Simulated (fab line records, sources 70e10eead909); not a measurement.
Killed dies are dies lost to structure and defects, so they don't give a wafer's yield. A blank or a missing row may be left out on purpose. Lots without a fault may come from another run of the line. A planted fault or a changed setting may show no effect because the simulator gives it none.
fab line records | flow nand_harc
record lots=5 wafers=15 last_day=31
route steps=1302 shown P_ZERO_WELL@14 END@1302
lots that met no fault: from a run of the same line without faults
start_h: hours from the record's first day to the start of the lot's first wafer shown | wait_h: hours since the lot's step before | " the same as in the row above | L1.1+2: a row that stands for several wafers | - no value, or no start given | * or withheld: withheld | < > ~ a bound
route shown NAME@n: a module of which the file shows steps, and the number in the route of the first | usual: mean/standard deviation of fault-free wafers | same: alike in all rows | chamber/n: place in a boat | sites: the reading at each site | _std_site: their standard deviation | _edge_site: outer sites' mean less inner sites' | radius_mm: how far each site lies from the wafer's centre | mask NAME#n: copy n | behind: the tool/chamber that last shaped the wafer | hold: why the lot was held/for how many hours/how that ended | device: the transistor (n, p or np) that didn't switch | end of line: the same wafers' tests at the end of the route | a step without rows: its recipe alone | killed: dies lost to structure and defects at the first sort, not the wafer's yield | map: a wafer's dies, x killed, . not, _ none there
set.NAME: the setting as run; set.NAME@STEP: as run at that earlier step | model.NAME: the simulator's own value behind a step, which no gauge read
lots at some steps of the route; a table a step, a row a wafer
services: from which hour (start_h, from the record's first day; less than 0 if before it) a tool's chamber was out of use, for how many hours, and why
## steps
# step NHARC_P_ZERO_WELL_CD_MEAS_11
# recipe target_cd_nm=500 landing_energy_ev=500
# usual cd_nm=500.0/2.1
# same landing_energy_ev=500
# columns lot.wafer tool chamber start_h wait_h cd_nm
L936.1 cd_sem-01 0 61.24 - 501.2
L936.3 " 0 " " 505.0
L936.4 " 0 " " 502.1
L941.2 cd_sem-01 0 111.25 - 502.1
L941.3 " 0 " " 498.8
L941.5 " 0 " " 499.0
L947.3 cd_sem-01 0 171.19 - 499.3
L947.4 " 0 " " 498.2
L947.6 " 0 " " 498.5
L949.1 cd_sem-02 0 191.24 - 502.8
L949.3 " 0 " " 497.8
L949.4 " 0 " " 499.9
L951.1 cd_sem-01 0 211.11 - 499.0
L951.4 " 0 " " 498.3
L951.6 " 0 " " 496.9
# step NHARC_P_ZERO_WELL_HARDBAKE_12
# recipe temp_c=118 time_s=65
# step NHARC_P_ZERO_WELL_DESCUM_13
# recipe time_s=3 o2_flow_sccm=200 ar_flow_sccm=0 bias_power_w=0 chemistry=O2
# usual drypump_motor_current_A=5.9/0.44 o2_flow_sccm=200.0/0.66 oes_product_au=0.999/0.011 rf_vpp_V=57.7/0.92 showerhead_plenum_p_Torr=1.91/0.085 throttle_valve_pct=11.311/0.0092
# columns lot.wafer tool chamber start_h wait_h drypump_motor_current_A o2_flow_sccm oes_product_au rf_hours_counter_h rf_vpp_V showerhead_plenum_p_Torr throttle_valve_pct
L936.3 rie_diel-07 2 61.41 - 5.7 200.1 0.984 31 59.8 2.07 11.307
L936.4 " 0 " " 6.2 200.7 0.999 28 57.3 1.85 11.316
L936.1 " 1 " " 6.7 200.2 1.000 32 56.8 1.83 11.321
L941.2 rie_diel-11 2 111.45 - 5.5 198.9 1.012 9 57.4 1.77 11.314
L941.3 " 3 " " 5.9 198.9 1.006 9 56.9 1.89 11.309
L941.5 " 3 " " 5.9 199.2 1.000 - 56.7 1.89 11.295
L947.4 rie_diel-06 2 171.35 - 5.1 200.0 0.990 11 56.6 1.93 11.309
L947.3 " 0 " " 6.1 199.4 0.994 9 58.8 1.96 11.309
L947.6 " 1 " " 6.2 201.3 1.019 - 58.6 1.91 11.299
L949.3 rie_diel-06 0 191.41 - 6.1 199.5 0.993 14 55.8 1.96 11.312
L949.1 " 1 " " 6.2 199.8 1.001 16 57.1 1.91 11.322
L949.4 " 2 " " 5.0 200.3 0.990 17 58.2 1.93 11.305
L951.1 rie_diel-07 3 211.26 - 5.6 199.4 1.006 32 58.4 1.89 11.321
L951.4 " 2 " " 5.7 199.4 1.004 27 59.0 2.05 11.309
L951.6 " 0 " " 6.2 199.5 0.999 - 57.9 1.84 11.323
# step NHARC_P_ZERO_WELL_ETCH_65
# recipe target_depth_a=800 overetch_a=240 time_s=87.88 ion_energy_ev=200 n2_flow_sccm=150 h2_flow_sccm=150 ar_flow_sccm=0 rf_w=400 bias_w=150 chemistry=N2/H2
# usual drypump_motor_current_A=6.0/0.43 h2_flow_sccm=150.0/0.49 n2_flow_sccm=150.0/0.43 oes_product_au=1.001/0.011 rf_vpp_V=430.2/2.7 showerhead_plenum_p_Torr=2.03/0.09 throttle_valve_pct=14.171/0.0093
# columns lot.wafer tool chamber start_h wait_h drypump_motor_current_A h2_flow_sccm n2_flow_sccm oes_product_au rf_hours_counter_h rf_vpp_V showerhead_plenum_p_Torr throttle_valve_pct
L936.3 rie_diel-07 0 61.49 0.1 6.2 150.6 149.7 0.997 29 428.8 1.97 14.171
L936.1 " 2 " " 5.7 150.8 151.1 0.995 32 434.8 2.21 14.189
L936.4 " 3 " " 5.6 150.6 149.3 1.009 33 429.3 2.03 14.167
L941.3 rie_diel-11 0 111.58 0.1 6.3 149.7 149.3 0.988 9 435.9 2.21 14.173
L941.2 " 2 " " 5.4 149.4 149.4 1.016 9 425.3 1.88 14.187
L941.5 " 0 " " 6.2 149.7 149.5 0.997 - 435.6 2.22 14.189
L947.3 rie_diel-06 0 171.44 0.1 6.0 150.0 150.5 0.996 9 431.8 2.09 14.185
L947.4 " 1 " " 6.2 150.5 150.1 0.999 11 431.6 2.03 14.173
L947.6 " 0 " " 6.0 149.7 150.1 0.989 - 432.5 2.09 14.175
L949.4 rie_diel-06 3 191.48 0.1 6.0 150.1 150.4 0.998 14 430.3 2.05 14.167
L949.1 " 1 " " 6.2 150.7 150.2 0.997 16 430.6 2.03 14.175
L949.3 " 2 " " 5.0 150.3 149.7 0.988 17 430.7 2.06 14.174
L951.4 rie_diel-07 3 211.35 0.1 5.6 150.3 149.7 0.999 32 430.1 2.01 14.174
L951.1 " 0 " " 6.2 150.2 150.4 0.989 29 425.9 1.96 14.175
L951.6 " 0 " " 6.3 150.1 150.3 0.986 - 427.7 1.96 14.173
# step NHARC_P_ZERO_WELL_ETCH_62
# recipe target_depth_a=130 time_s=6.5 chf3_flow_sccm=50 ar_flow_sccm=200 rf_w=500 bias_w=200 chemistry=CHF3/Ar
# usual drypump_motor_current_A=5.9/0.44 oes_product_au=0.963/0.017 rf_vpp_V=370.5/2.4 showerhead_plenum_p_Torr=2.34/0.1 throttle_valve_pct=20.218/0.0074
# columns lot.wafer tool chamber start_h wait_h drypump_motor_current_A oes_product_au rf_hours_counter_h rf_vpp_V showerhead_plenum_p_Torr throttle_valve_pct
L936.4 rie_diel-07 1 - - 6.7 0.994 32 369.2 2.25 20.220
L936.3 " 2 " " 5.7 0.951 32 375.5 2.52 20.213
L936.1 " 0 " " 6.2 0.976 29 369.5 2.27 20.210
L941.2 rie_diel-11 3 - - 5.9 0.948 9 368.7 2.32 20.238
L941.3 " 2 " " 5.5 0.955 9 366.2 2.17 20.215
L941.5 " 2 " " 5.5 0.952 - 367.1 2.17 20.222
L947.4 rie_diel-06 3 - - 6.0 0.958 10 370.5 2.35 20.216
L947.3 " 1 " " 6.1 0.958 11 370.2 2.34 20.223
L947.6 " 0 " " 6.1 0.959 - 370.8 2.40 20.226
L949.1 rie_diel-06 3 - - 6.0 0.957 14 371.4 2.35 20.214
L949.4 " 0 " " 6.1 0.951 14 370.6 2.40 20.221
L949.3 " 1 " " 6.2 0.976 16 368.9 2.34 20.213
L951.4 rie_diel-07 2 - - 5.6 0.947 27 374.3 2.50 20.201
L951.1 " 3 " " 5.6 0.948 32 369.9 2.31 20.215
L951.6 " 2 " " 5.7 0.945 - 373.5 2.50 20.215
# step NHARC_P_ZERO_WELL_ETCH_63
# recipe target_depth_a=1200 time_s=40.1 hbr_flow_sccm=150 cl2_flow_sccm=50 rf_w=400 icp_w=400 bias_w=100 chemistry=HBr/Cl2
# usual drypump_motor_current_A=5.6/0.46 oes_product_au=0.999/0.0092 throttle_valve_pct=26.406/0.009
# columns lot.wafer tool chamber start_h wait_h drypump_motor_current_A oes_product_au rf_hours_counter_h throttle_valve_pct
L936.4 rie_si-04 1 61.67 - 5.5 0.996 0.5 26.402
L936.3 " 2 " " 6.6 0.999 0.5 26.430
L936.1 " 3 " " 5.9 1.007 0.5 26.417
L941.3 rie_si-06 2 111.78 - 6.0 0.984 0.2 26.393
L941.2 " 0 " " 5.9 1.007 0.1 26.406
L941.5 " 2 " " 6.0 0.989 - 26.417
L947.3 rie_si-06 2 171.73 - 6.0 0.989 0.5 26.408
L947.4 " 0 " " 5.9 1.005 0.5 26.398
L947.6 " 1 " " 5.3 1.007 - 26.406
L949.1 rie_si-03 1 191.66 - 5.6 1.021 0.9 26.406
L949.4 " 2 " " 6.0 1.003 0.8 26.410
L949.3 " 0 " " 5.1 1.007 0.9 26.409
L951.4 rie_si-04 3 211.57 - 5.9 1.011 0.1 26.411
L951.1 " 0 " " 6.0 0.995 0.3 26.405
L951.6 " 2 " " 6.6 0.989 - 26.412
# step NHARC_P_ZERO_WELL_STRIP_15
# recipe time_s=900 temp_c=130 chemistry=SPM
# step NHARC_P_ZERO_WELL_DEHYDRATE_16
# recipe temp_c=150 time_s=120
# step NHARC_P_ZERO_WELL_HMDS_17
# recipe time_s=30
# step NHARC_P_ZERO_WELL_COAT_18
# recipe spin_rpm=withheld
# step NHARC_P_ZERO_WELL_SOFTBAKE_19
# recipe temp_c=122 time_s=95
# step NHARC_P_ZERO_WELL_EBR_20
# step NHARC_P_ZERO_WELL_EXPOSE_21
# recipe na=0.6 target_cd_nm=720 dose_mj=22.31 mask_id=P_NWELL
# usual reticle_temp_C=22.98/0.11
# columns lot.wafer tool chamber start_h wait_h mask reticle_temp_C
L936.1 krf_scanner-02 0 62.32 - P_NWELL#0 22.93
L936.3 " 0 " " P_NWELL#0 23.03
L936.4 " 0 " " P_NWELL#0 23.14
L941.2 krf_scanner-01 0 112.43 - P_NWELL#0 22.91
L941.3 " 0 " " P_NWELL#0 22.94
L941.5 " 0 " " P_NWELL#0 22.98
L947.3 krf_scanner-03 0 172.37 - P_NWELL_R1#0 22.99
L947.4 " 0 " " P_NWELL_R1#0 22.95
L947.6 " 0 " " P_NWELL_R1#0 22.87
L949.1 krf_scanner-03 0 192.30 - P_NWELL#0 22.92
L949.3 " 0 " " P_NWELL#0 22.85
L949.4 " 0 " " P_NWELL#0 22.99
L951.1 krf_scanner-01 0 212.32 - P_NWELL#0 23.05
L951.4 " 0 " " P_NWELL#0 22.98
L951.6 " 0 " " P_NWELL#0 23.16
# step NHARC_P_ZERO_WELL_PEB_22
# recipe peb_temp_c=118 peb_time_s=85
# step NHARC_P_ZERO_WELL_DEVELOP_23
# recipe time_s=70
# step NHARC_P_ZERO_WELL_CD_MEAS_24
# recipe target_cd_nm=720 landing_energy_ev=500
# usual cd_nm=720.7/1.6
# same landing_energy_ev=500
# columns lot.wafer tool chamber start_h wait_h cd_nm
L936.1 cd_sem-03 0 62.48 - 720.1
L936.3 " 0 " " 720.1
L936.4 " 0 " " 722.0
L941.2 cd_sem-02 0 112.58 - 720.7
L941.3 " 0 " " 721.3
L941.5 " 0 " " 719.1
L947.3 cd_sem-03 0 172.52 - 714.8
L947.4 " 0 " " 714.2
L947.6 " 0 " " 712.4
L949.1 cd_sem-03 0 192.45 - 724.7
L949.3 " 0 " " 722.7
L949.4 " 0 " " 720.3
L951.1 cd_sem-01 0 212.48 - 720.5
L951.4 " 0 " " 719.6
L951.6 " 0 " " 719.3
# step NHARC_P_ZERO_WELL_HARDBAKE_25
# recipe temp_c=125 time_s=80
# step NHARC_P_ZERO_WELL_DESCUM_26
# recipe time_s=3 o2_flow_sccm=200 ar_flow_sccm=0 bias_power_w=0 chemistry=O2
# usual drypump_motor_current_A=6.0/0.42 o2_flow_sccm=199.9/0.59 oes_product_au=1.000/0.011 rf_vpp_V=57.8/0.85 showerhead_plenum_p_Torr=1.91/0.077 throttle_valve_pct=11.311/0.0086
# columns lot.wafer tool chamber start_h wait_h drypump_motor_current_A o2_flow_sccm oes_product_au rf_hours_counter_h rf_vpp_V showerhead_plenum_p_Torr throttle_valve_pct model.P_ZERO_WELL.cd_nm
L936.4 rie_diel-06 0 62.65 - 6.0 200.6 0.996 28 58.3 1.97 11.299 721.8
L936.3 " 1 " " 6.2 199.9 0.993 29 55.9 1.92 11.310 720.1
L936.1 " 2 " " 5.1 200.7 0.996 28 58.2 1.94 11.324 720.3
L941.2 rie_diel-11 3 112.74 - 5.8 200.0 1.013 9 58.3 1.89 11.308 720.3
L941.3 " 2 " " 5.4 198.8 1.012 9 57.9 1.77 11.307 721.6
L941.5 " 0 " " 6.2 200.4 1.002 - 60.3 2.07 11.328 719.1
L947.4 rie_diel-07 3 172.67 - 5.6 198.8 1.018 16 59.5 1.89 11.316 714.4
L947.3 " 2 " " 5.7 199.4 1.004 15 57.6 2.05 11.328 715.7
L947.6 " 0 " " 6.2 199.8 0.997 - 57.2 1.84 11.296 712.7
L949.3 rie_diel-07 0 192.61 - 6.2 199.5 0.997 19 57.1 1.84 11.298 722.8
L949.1 " 2 " " 5.7 199.6 0.999 21 58.2 2.05 11.309 725.6
L949.4 " 3 " " 5.6 200.2 0.995 22 58.2 1.89 11.305 721.2
L951.4 rie_diel-07 1 212.66 - 6.7 199.8 1.021 25 57.1 1.82 11.306 720
L951.1 " 0 " " 6.2 198.4 1.000 30 56.8 1.84 11.320 720.4
L951.6 " 2 " " 5.7 201.0 0.999 - 58.2 2.05 11.317 719.8
# step NHARC_P_ZERO_WELL_IMPLANT_27
# recipe energy_kev=600 dose_cm2=1e+13 tilt_deg=7
# step NHARC_END_SORT_01
# recipe temp_c=25
# usual killed_at_array=58/17 killed_at_other=1.0/1.4 killed_at_periphery=3.6/2.4 killed_dies=62/17 killed_open=3.4/2 killed_short=2.2/1.6
# same gross_dies=677
# columns lot.wafer tool chamber start_h wait_h killed_at_array killed_at_other killed_at_periphery killed_dies killed_open killed_short
L947.6 prober-01 0 713.59 4.0 58 0 4 62 1 1
# killed by level:class
L947.6 A_SLIT:chamber_film_flake=39 A_CHANNEL_HOLE_D1:chamber_film_flake=8 A_CHANNEL_HOLE_D2:chamber_film_flake=6 P_GATE:chamber_film_flake=2 A_CHANNEL_FILL_D1:geometric_particle:open=1 A_WL_FILL:geometric_particle:short=1 P_ZERO_WELL:chamber_film_flake=1 P_M0:chamber_film_flake=1
## services
# columns tool chamber start_h hours kind
rie_si-06 2 41.65 2.4 repair
rie_si-03 - 44.00 9.0 pm
rie_diel-07 0 47.30 - clean
krf_scanner-03 - 52.00 4.0 pm
krf_scanner-03 - 60.75 3.3 repair
rie_si-03 2 63.88 1.0 repair
rie_si-06 - 72.00 9.0 pm
rie_diel-11 1 73.85 41.0 repair
rie_diel-11 - 78.99 9.0 pm
krf_scanner-03 - 82.50 0.3 repair
krf_scanner-02 - 94.00 4.0 pm
rie_diel-06 0 117.06 5.7 repair
rie_diel-07 - 117.25 9.0 pm
krf_scanner-02 - 125.69 0.6 repair
rie_diel-07 - 129.42 1.1 repair
rie_diel-06 - 130.22 9.0 pm
krf_scanner-03 - 138.09 1.9 repair
krf_scanner-01 - 140.00 4.0 pm
krf_scanner-01 - 150.62 2.2 repair
rie_si-04 - 165.00 9.0 pm
rie_diel-11 3 168.35 7.3 repair
rie_si-06 0 177.07 13.3 repair
krf_scanner-01 - 182.04 0.5 repair
krf_scanner-01 - 195.65 0.7 repair
## key
first_sign step=NHARC_P_ZERO_WELL_EXPOSE_21 reading=mask direction=changed
effect step=NHARC_P_ZERO_WELL_CD_MEAS_24 reading=cd_nm direction=down sigmas=4.3 usual=720.7 struck=713.8
model_effect step=NHARC_P_ZERO_WELL_DESCUM_26 value=P_ZERO_WELL.cd_nm without=720 struck=714.2
met_at NHARC_P_ZERO_WELL_EXPOSE_21
struck_wafers L947.3,L947.4,L947.6
tester_left_out L947
fault kind=wrong_mask tool=any chamber=- onset_h=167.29 steps=NHARC_P_ZERO_WELL_EXPOSE_21 aux_copy=P_NWELL_R1#0 cd_offset_nm=-5.7546 scope=struck_lots_only
# tester_left_out: of these lots the tester's yield and bins aren't shown, on N5 and GAA mostly nor the transistor test; their killed dies are dies lost to structure and defects alone, not to doping, threshold or leakage, so they don't give the yield
